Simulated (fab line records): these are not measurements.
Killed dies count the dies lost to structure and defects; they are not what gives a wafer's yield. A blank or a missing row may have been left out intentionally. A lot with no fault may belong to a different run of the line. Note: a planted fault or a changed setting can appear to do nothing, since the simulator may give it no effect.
Matching of chambers -- flow nand-harc -- NHARC_A_CONTACT_DEP_85 on pecvd-02: 3 sister chambers
The step deposits SiON, target thk 60 nm. 16 wafers are shown with their chamber, then 8 later ones without.

== WAFERS PAIRED WITH THEIR CHAMBERS ==
wafer,chamber,heater-power-w (W),susceptor-temp-C (C)
L079.3,1,745,399.65
L079.4,0,706,399.81
L079.6,2,797,399.63
L082.2,1,780,400.06
L082.4,1,777,399.85
L082.6,0,676,400.15
L081.2,2,818,400.04
L081.4,1,821,400.36
L081.5,2,824,399.77
L085.1,1,915,400.08
L085.3,2,859,400.02
L085.6,2,712,399.78
L090.1,1,800,400.10
L090.2,0,808,399.88
L090.3,2,852,400.00
L092.1,2,807,399.72

SIGNATURES (averages over the wafers above)
reading,chamber 0,chamber 1,chamber 2,scatter within a chamber
heater-power-w,730.00,806.33,809.86,56.3
susceptor-temp-C,399.9467,400.0167,399.8514,0.2
Rule: a wafer's distance from a chamber is the root of the sum, over the readings, of the square of ((its reading less the chamber's mean) divided by the reading's scatter). If the next closest chamber is less than 2 further off than the closest, the wafer can't be placed; otherwise it belongs to the closest. The scatter: take each reading less its chamber's mean, square it, sum over the shown wafers, divide by the number of wafers less the number of chambers, and take the root.

== WAFERS WHOSE CHAMBER IS MISSING ==
wafer,heater-power-w (W),susceptor-temp-C (C)
L092.3,872,400.00
L092.5,730,399.96
L093.3,748,400.10
L093.5,757,399.79
L093.6,738,400.20
L096.4,776,400.19
L096.5,715,399.80
L096.6,792,400.11

== THE CHAMBER EACH PASSED THROUGH ==
wafer,from the rows above,in truth
L092.3,can't be placed: 1 or 2 or 0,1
L092.5,can't be placed: 0 or 1 or 2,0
L093.3,can't be placed: 0 or 1 or 2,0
L093.5,can't be placed: 0 or 2 or 1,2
L093.6,can't be placed: 0 or 1 or 2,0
L096.4,can't be placed: 1 or 0 or 2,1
L096.5,can't be placed: 0 or 2 or 1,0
L096.6,can't be placed: 1 or 2 or 0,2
Correct placement for 0 of the 8. From these rows, 8 cannot be placed; in 8 the true chamber is one of the candidates. Placed wrongly: 0.
